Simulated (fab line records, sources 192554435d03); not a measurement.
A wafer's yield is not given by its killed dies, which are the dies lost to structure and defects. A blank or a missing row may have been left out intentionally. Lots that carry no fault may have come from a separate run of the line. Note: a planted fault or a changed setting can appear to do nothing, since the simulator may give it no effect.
fab line records -- flow n5-finfet
record: lots: 11, wafers: 30, last-day: 18
route steps=1938 shown BEOL_M5@1116 PASSIVATION@1936
lots that met no fault: from a run of the same line without faults
start-h: hours from the record's opening day to when the first of the lot's shown wafers began -- wait-h: hours from the lot's prior step to this one -- " as in the row above -- L1.1+2: several wafers, shown together as one row -- - no value present, or no start provided -- * or withheld: withheld -- < > ~ a bound
route shown NAME@n: a module of which the file shows steps, and the number in the route of the first -- usual: average and standard deviation across the fault-free wafers -- same: alike in all rows -- chamber/n: place in a boat -- sites: the reading at each site -- _std_site: standard deviation of those values -- _edge_site: outer sites' mean less inner sites' -- radius-mm: for every site, how far away it sits from the centre of the wafer -- mask NAME#n: copy n -- behind: tool/chamber where the wafer was last shaped -- hold: why the lot went on hold/how many hours it stayed there/how the hold came to an end -- device: whichever transistor did not switch (one of n, p or np) -- end of line: tests run on the same wafers once the route is complete -- a step with no rows: only its recipe -- killed: not the wafer's yield, but the dies lost to structure and defects at the first sort -- map: per-die view of a wafer (x killed, . not killed, _ where there is no die)
set.NAME: setting as actually run; set.NAME@STEP: the setting as run at that earlier step -- model.NAME: the simulator's own value behind a step, which no gauge read
route steps across a sampled set of lots; one table per step, one row per wafer
services: when a tool's chamber went out of use (start-h, in hours from the record's first day, below 0 if earlier), for how many hours, and the reason
== steps ==
step: N5_BEOL_M5_HM_DEP_02
recipe: material: TiN, target-thk-a: 200, temp-c: 25, chamber-pressure-pa: 0.49996
usual: susceptor-temp-C: 24.99/0.097, throttle-valve-pct: 30.2/1.1
lot.wafer,tool,chamber,start-h,wait-h,susceptor-temp-C,throttle-valve-pct
L293.1,pvd-sputter-03,-,207.11,0.5,24.85,29.1
L293.3,pvd-sputter-03,-,207.11,0.5,25.14,29.8
L293.5,pvd-sputter-03,-,207.11,0.5,24.97,30.4
L296.2,pvd-sputter-03,-,212.41,3.0,24.95,30.2
L296.3,pvd-sputter-03,-,212.41,3.0,25.05,29.6
L296.4,pvd-sputter-03,-,212.41,3.0,24.98,30.1
L301.1,pvd-sputter-03,-,246.18,3.9,25.08,30.3
L301.3,pvd-sputter-03,-,246.18,3.9,25.03,28.2
L301.6,pvd-sputter-03,-,246.18,3.9,24.78,29.3
L302.1,pvd-sputter-03,-,263.50,0.8,25.01,30.2
L302.2,pvd-sputter-03,-,263.50,0.8,25.06,29.4
L302.3,pvd-sputter-03,-,263.50,0.8,25.02,30.2
L303.3,pvd-sputter-02,-,267.10,1.1,25.10,29.4
L303.4,pvd-sputter-02,-,267.10,1.1,24.90,30.5
L303.6,pvd-sputter-02,-,267.10,1.1,24.92,30.4
L305.4,pvd-sputter-03,-,273.34,0.4,25.07,29.7
L305.5,pvd-sputter-03,-,273.34,0.4,24.98,28.1
L308.2,pvd-sputter-01,-,302.62,0.7,25.15,31.9
L308.3,pvd-sputter-01,-,302.62,0.7,24.97,30.4
L308.5,pvd-sputter-01,-,302.62,0.7,24.82,31.6
L310.1,pvd-sputter-02,-,306.32,2.1,25.15,30.2
L310.4,pvd-sputter-02,-,306.32,2.1,24.94,29.5
L310.6,pvd-sputter-02,-,306.32,2.1,24.89,28.5
L309.3,pvd-sputter-03,-,306.50,1.0,24.90,28.1
L309.6,pvd-sputter-03,-,306.50,1.0,24.92,29.3
L313.5,pvd-sputter-01,-,318.07,0.6,25.04,31.3
L313.6,pvd-sputter-01,-,318.07,0.6,25.01,31.4
L312.1,pvd-sputter-01,-,323.76,0.1,25.05,31.4
L312.3,pvd-sputter-01,-,323.76,0.1,25.20,31.7
L312.5,pvd-sputter-01,-,323.76,0.1,24.95,31.2
step: N5_BEOL_M5_OVL_MEAS_12
recipe: points-per-wafer: 522
usual: M5_OVL: -0.2/0.6
lot.wafer,tool,chamber,start-h,wait-h,M5_OVL[nm]
L293.1,overlay-01,0,207.65,0.0,-1.1
L293.3,overlay-01,0,207.65,0.0,-0.5
L293.5,overlay-01,0,207.65,0.0,-0.6
L296.2,overlay-02,0,212.84,0.0,-0.2
L296.3,overlay-02,0,212.84,0.0,-0.9
L296.4,overlay-02,0,212.84,0.0,-0.9
L301.1,overlay-02,0,246.60,0.0,-1.2
L301.3,overlay-02,0,246.60,0.0,-1.0
L301.6,overlay-02,0,246.60,0.0,-1.1
L302.1,overlay-01,0,264.06,0.0,0.6
L302.2,overlay-01,0,264.06,0.0,0.0
L302.3,overlay-01,0,264.06,0.0,0.1
L303.3,overlay-01,0,267.66,0.0,-0.2
L303.4,overlay-01,0,267.66,0.0,-0.9
L303.6,overlay-01,0,267.66,0.0,-0.5
L305.4,overlay-02,0,273.90,0.0,-0.5
L305.5,overlay-02,0,273.90,0.0,-1.0
L308.2,overlay-02,0,303.17,0.0,-0.3
L308.3,overlay-02,0,303.17,0.0,0.7
L308.5,overlay-02,0,303.17,0.0,-0.2
L310.1,overlay-01,0,306.74,0.0,0.3
L310.4,overlay-01,0,306.74,0.0,-1.0
L310.6,overlay-01,0,306.74,0.0,-0.8
L309.3,overlay-02,0,306.93,0.0,-1.2
L309.6,overlay-02,0,306.93,0.0,-0.8
L313.5,overlay-01,0,318.47,0.0,-0.8
L313.6,overlay-01,0,318.47,0.0,-0.5
L312.1,overlay-02,0,324.18,0.0,-0.8
L312.3,overlay-02,0,324.18,0.0,0.9
L312.5,overlay-02,0,324.18,0.0,-0.3
step: N5_BEOL_M5_STRIP_19
recipe: chemistry: O2, power-w: 400, temp-c: 40, pressure-mtorr: 30, rf-frequency-hz: 6e+07, bias-power-w: 0, overash-fraction: 0.2, o2-flow-sccm: 225
usual: drypump-motor-current-A: 5.8/0.4, o2-flow-sccm: 224.9/0.69, oes-product-au: 0.79/0.095, rf-vpp-V: 3.6/0.47, showerhead-plenum-p-Torr: 2.11/0.066, throttle-valve-pct: 16.68/0.19
lot.wafer,tool,chamber,start-h,wait-h,drypump-motor-current-A,o2-flow-sccm,oes-product-au,rf-hours-counter-h,rf-vpp-V,showerhead-plenum-p-Torr,throttle-valve-pct
L293.1,rie-diel-05,0,208.10,0.1,6.1,225.2,0.68,222,4.3,2.16,16.85
L293.3,rie-diel-05,1,208.10,0.1,6.0,223.2,0.74,142,4.4,2.09,16.64
L293.5,rie-diel-05,2,208.10,0.1,5.0,224.6,0.74,-,2.8,2.01,16.61
L296.2,rie-diel-01,3,213.78,0.3,5.9,224.9,0.83,68,3.2,2.11,16.67
L296.3,rie-diel-01,0,213.78,0.3,6.3,225.5,0.83,66,4.1,2.11,16.78
L296.4,rie-diel-01,0,213.78,0.3,6.3,225.1,0.84,-,3.2,2.11,16.78
L301.1,rie-diel-05,2,247.14,0.2,5.0,224.6,0.72,193,3.6,2.00,16.65
L301.3,rie-diel-05,1,247.14,0.2,6.0,225.3,0.74,155,3.9,2.08,16.69
L301.6,rie-diel-05,2,247.14,0.2,5.0,224.5,0.72,-,3.1,2.00,16.63
L302.1,rie-diel-01,0,264.65,0.2,6.3,225.2,0.82,82,3.2,2.11,16.79
L302.2,rie-diel-01,3,264.65,0.2,5.8,224.4,0.81,81,3.2,2.11,16.69
L302.3,rie-diel-01,2,264.65,0.2,5.8,225.2,0.94,26,2.9,2.22,16.51
L303.3,rie-diel-01,3,268.32,0.1,5.8,224.5,0.82,83,4.6,2.11,16.68
L303.4,rie-diel-01,0,268.32,0.1,6.3,225.3,0.82,83,3.7,2.11,16.83
L303.6,rie-diel-01,0,268.32,0.1,6.3,225.5,0.83,-,4.2,2.11,16.82
L305.4,rie-diel-05,0,274.33,0.1,6.1,225.2,0.67,241,3.6,2.15,16.86
L305.5,rie-diel-05,0,274.33,0.1,6.1,225.0,0.68,-,4.2,2.15,16.86
L308.2,rie-diel-05,3,303.62,0.1,5.8,225.1,0.93,12,4.0,2.15,16.56
L308.3,rie-diel-05,2,303.62,0.1,5.0,226.0,0.72,212,3.1,2.00,16.69
L308.5,rie-diel-05,3,303.62,0.1,5.8,225.1,0.91,-,4.4,2.15,16.55
L310.1,rie-diel-05,1,307.40,0.2,6.0,225.1,0.72,175,3.0,2.08,16.73
L310.4,rie-diel-05,1,307.40,0.2,6.0,225.3,0.72,-,3.1,2.07,16.72
L310.6,rie-diel-05,2,307.40,0.2,5.0,224.5,0.71,-,3.4,2.00,16.69
L309.3,rie-diel-05,3,307.44,0.1,5.8,223.8,0.91,14,3.0,2.15,16.57
L309.6,rie-diel-05,2,307.44,0.1,5.0,226.2,0.71,-,4.0,2.00,16.67
L313.5,rie-diel-05,3,319.01,0.1,5.8,224.8,0.91,-,3.0,2.14,16.58
L313.6,rie-diel-05,2,319.01,0.1,5.0,225.6,0.71,-,3.4,2.00,16.70
L312.1,rie-diel-02,1,324.73,0.2,5.7,225.0,0.86,47,3.8,2.11,16.36
L312.3,rie-diel-02,3,324.73,0.2,6.2,224.9,0.84,70,4.1,2.22,16.65
L312.5,rie-diel-02,3,324.73,0.2,6.3,224.5,0.84,-,3.4,2.22,16.63
step: N5_BEOL_M5_ETCH_75
recipe: chemistry: N2/H2, target: underlayer, target-depth-a: 65, mask-material: CAR-EUV, time-s: 5.2, ion-energy-ev: 200, pressure-mtorr: 30, source-w: 840, bias-w: 150, n2-flow-sccm: 200, h2-flow-sccm: 200, ends: cleared
usual: drypump-motor-current-A: 5.8/0.39, etch-rf-on-time-s: 5.20/0.12, oes-product-au: 0.68/0.08, rf-vpp-V: 524.7/2.7, showerhead-plenum-p-Torr: 2.57/0.086, throttle-valve-pct: 17.85/0.21
lot.wafer,tool,chamber,start-h,wait-h,drypump-motor-current-A,etch-rf-on-time-s,oes-product-au,rf-hours-counter-h,rf-vpp-V,showerhead-plenum-p-Torr,throttle-valve-pct
L293.1,rie-diel-01,2,212.72,0.0,5.9,5.07,0.84,10,529.3,2.69,17.52
L293.3,rie-diel-01,0,212.72,0.0,6.3,5.20,0.72,65,525.0,2.60,18.11
L293.5,rie-diel-01,0,212.72,0.0,6.3,5.17,0.72,-,523.8,2.60,18.14
L296.2,rie-diel-05,3,215.46,0.0,5.8,5.18,0.58,244,525.9,2.60,18.05
L296.3,rie-diel-05,1,215.46,0.0,6.0,5.21,0.64,144,525.7,2.53,17.76
L296.4,rie-diel-05,2,215.46,0.0,5.0,5.08,0.64,182,517.8,2.41,17.63
L301.1,rie-diel-01,1,247.88,0.0,5.8,5.21,0.79,8,527.6,2.62,17.87
L301.3,rie-diel-01,3,247.88,0.0,5.8,5.22,0.70,77,525.2,2.56,17.81
L301.6,rie-diel-01,0,247.88,0.0,6.3,5.21,0.70,-,525.7,2.59,18.14
L302.1,rie-diel-02,2,266.49,0.0,6.2,5.37,0.57,238,523.4,2.52,17.88
L302.2,rie-diel-02,3,266.49,0.0,6.2,5.11,0.73,54,528.5,2.69,17.82
L302.3,rie-diel-02,0,266.49,0.0,5.5,5.46,0.61,189,525.8,2.63,18.29
L303.3,rie-diel-02,1,269.98,0.0,5.7,5.14,0.76,30,525.5,2.59,17.62
L303.4,rie-diel-02,3,269.98,0.0,6.3,5.09,0.73,55,528.8,2.69,17.83
L303.6,rie-diel-02,1,269.98,0.0,5.7,5.17,0.75,-,526.0,2.59,17.62
L305.4,rie-diel-05,1,275.74,0.0,6.0,5.11,0.63,166,522.6,2.52,17.82
L305.5,rie-diel-05,2,275.74,0.0,5.0,5.05,0.63,-,519.9,2.40,17.68
L308.2,rie-diel-05,2,304.98,0.0,5.0,5.18,0.61,212,519.2,2.40,17.69
L308.3,rie-diel-05,3,304.98,0.0,5.8,5.17,0.78,13,527.7,2.59,17.67
L308.5,rie-diel-05,3,304.98,0.0,5.8,5.19,0.79,-,523.7,2.59,17.66
L310.1,rie-diel-01,3,311.77,0.0,5.9,5.21,0.69,96,524.3,2.55,17.82
L310.4,rie-diel-01,1,311.77,0.0,5.8,5.34,0.74,-,525.1,2.61,17.93
L310.6,rie-diel-01,3,311.77,0.0,5.8,5.21,0.70,-,525.4,2.55,17.83
L309.3,rie-diel-05,3,311.94,0.0,5.8,8.35,0.62,15,523.6,2.59,17.63
L309.6,rie-diel-05,3,311.94,0.0,5.8,8.33,0.62,-,523.2,2.59,17.64
L313.5,rie-diel-05,1,321.31,0.0,6.0,5.15,0.62,-,523.4,2.52,17.82
L313.6,rie-diel-05,2,321.31,0.0,5.1,8.28,0.48,-,520.7,2.40,17.67
L312.1,rie-diel-05,1,325.90,0.0,6.1,5.13,0.62,182,522.1,2.52,17.82
L312.3,rie-diel-05,2,325.90,0.0,5.0,8.18,0.48,220,519.2,2.40,17.69
L312.5,rie-diel-05,2,325.90,0.0,5.0,5.09,0.61,-,517.5,2.40,17.71
step: N5_PASSIVATION_PROBE_49
usual: defect-limited-yield: 91.2/1.4, killed_at_M0_to_M3: 34/9.4, killed_at_M4_up: 14/5.6, killed-at-contacts: 13/7.8, killed-at-front-end: 37/10, killed-at-other: 4/3.3, killed-dies: 103/17, killed-open: 68/13, killed-short: 33/8.2, sort_bin_5_function: 5.1/0.92, sort_bin_6_memory: 3.3/0.71, sort_bin_8_speed: 0.01/0.043, sort-n-pass: 1077/17
same: gross-dies: 1180, killed-at-back-side: 0, sort_bin_4_leakage[%]: 0
lot.wafer,tool,chamber,start-h,wait-h,defect-limited-yield[%],killed_at_M0_to_M3,killed_at_M4_up,killed-at-contacts,killed-at-front-end,killed-at-other,killed-dies,killed-open,killed-short,sort_bin_5_function[%],sort_bin_6_memory[%],sort_bin_8_speed[%],sort-n-pass
L308.2,prober-01,-,409.92,0.1,91.5,34,13,9,43,1,100,70,28,4.7,3.3,0,1080
L308.3,prober-01,-,409.97,0.1,90.0,32,18,9,53,6,118,71,47,6.2,3.5,0,1062
L308.5,prober-01,-,410.07,0.2,93.1,29,9,5,38,1,82,53,23,4.0,2.5,0,1098
L309.3,prober-02,-,416.93,0.1,92.2,22,14,13,40,3,92,56,24,4.0,2.5,0,1088
L309.6,prober-02,-,417.08,0.3,91.8,32,16,13,31,5,97,60,26,3.7,3.2,0,1083
killed by level:class
L308.2 STI_FIN_REVEAL:geometric-particle:open=15 BEOL_M2:geometric-particle:open=10 MOL_CONTACT_COAG:geometric-particle:open=8 FIN_SAQP:geometric-particle:open=6 BEOL_M4:geometric-particle:open=6 BEOL_M0_SAQP:geometric-particle:open=5 BEOL_M0_SAQP:geometric-particle:short=5 BEOL_M1:geometric-particle:open=4
L308.3 FIN_SAQP:geometric-particle:open=13 STI_FIN_REVEAL:geometric-particle:open=10 BEOL_M0_SAQP:geometric-particle:short=10 FIN_SAQP:geometric-particle:short=6 GATE_CUT:geometric-particle:short=6 MOL_CONTACT_COAG:geometric-particle:short=5 BEOL_M1:geometric-particle:open=5 BEOL_M8:geometric-particle:open=5
L308.5 STI_FIN_REVEAL:geometric-particle:open=9 BEOL_M0_SAQP:geometric-particle:open=8 BEOL_M1:geometric-particle:open=6 FIN_SAQP:geometric-particle:short=5 MOL_CONTACT_COAG:geometric-particle:open=5 BEOL_M1:geometric-particle:short=5 STARTING-WAFER:geometric-particle:short=5 HKMG_FIN:area-etch=5
L309.3 HKMG_FIN:area-etch=12 MOL_CONTACT_COAG:geometric-particle:open=9 FIN_SAQP:geometric-particle:short=8 STI_FIN_REVEAL:geometric-particle:open=7 FIN_SAQP:geometric-particle:open=5 BEOL_M3:geometric-particle:open=5 BEOL_M0_SAQP:geometric-particle:open=5 BEOL_M4:geometric-particle:open=5
L309.6 MOL_CONTACT_COAG:geometric-particle:open=10 HKMG_FIN:area-etch=9 BEOL_M0_SAQP:geometric-particle:open=8 BEOL_M3:geometric-particle:open=8 BEOL_M2:geometric-particle:open=7 FIN_SAQP:geometric-particle:open=6 FIN_SAQP:geometric-particle:short=5 BEOL_M4:geometric-particle:open=5
== services ==
tool,chamber,start-h,hours,kind
pvd-sputter-02,-,183.42,2.3,repair
rie-diel-01,1,189.91,-,clean
rie-diel-01,1,189.91,-,consumable-replace:focus-ring
rie-diel-01,1,189.91,30.6,scheduled-down
rie-diel-01,1,189.91,30.6,vent-cycle
rie-diel-02,1,203.82,16.6,repair
rie-diel-01,3,205.00,4.9,repair
rie-diel-05,0,227.75,9.5,repair
rie-diel-05,3,237.47,-,clean
rie-diel-05,3,237.47,-,consumable-replace:focus-ring
rie-diel-05,3,237.47,25.4,scheduled-down
rie-diel-05,3,237.47,25.4,vent-cycle
rie-diel-01,3,252.29,4.1,repair
rie-diel-02,-,263.90,1.7,repair
rie-diel-05,0,306.85,-,clean
rie-diel-05,0,306.85,-,consumable-replace:focus-ring
rie-diel-05,0,306.85,23.4,scheduled-down
rie-diel-05,0,306.85,23.4,vent-cycle
rie-diel-01,0,309.55,5.6,repair
rie-diel-02,2,313.40,-,clean
rie-diel-02,2,313.40,-,consumable-replace:focus-ring
rie-diel-02,2,313.40,18.2,scheduled-down
rie-diel-02,2,313.40,18.2,vent-cycle
rie-diel-01,-,320.61,2.8,pm
== key ==
first-sign: step: N5_BEOL_M5_ETCH_75, reading: etch-rf-on-time-s, direction: up, sigmas: 26, usual: *, struck: *
effect none on later readings
met-at N5_BEOL_M5_ETCH_75
struck-lots L309,L312,L313
struck-wafers L309.3,L309.6,L312.3,L313.6
baseline-loss: step: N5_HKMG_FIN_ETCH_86, wafers: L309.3
not-acting-at N5_BEOL_M5_HM_DEP_02,N5_BEOL_M5_OVL_MEAS_12,N5_BEOL_M5_STRIP_19
onset-between 304.98 311.94
fault: kind: process-parameter-drift, tool: rie-diel-05, chamber: -, onset-h: 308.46, steps: N5_BEOL_M5_ETCH_75, channel: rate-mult, offset: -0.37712, shape: step, end-h: 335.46, scope: struck-wafers-only
baseline-loss: these wafers lose ten dies or more at that step, a loss of the line's own and not of a fault; the sort's usual values leave them out
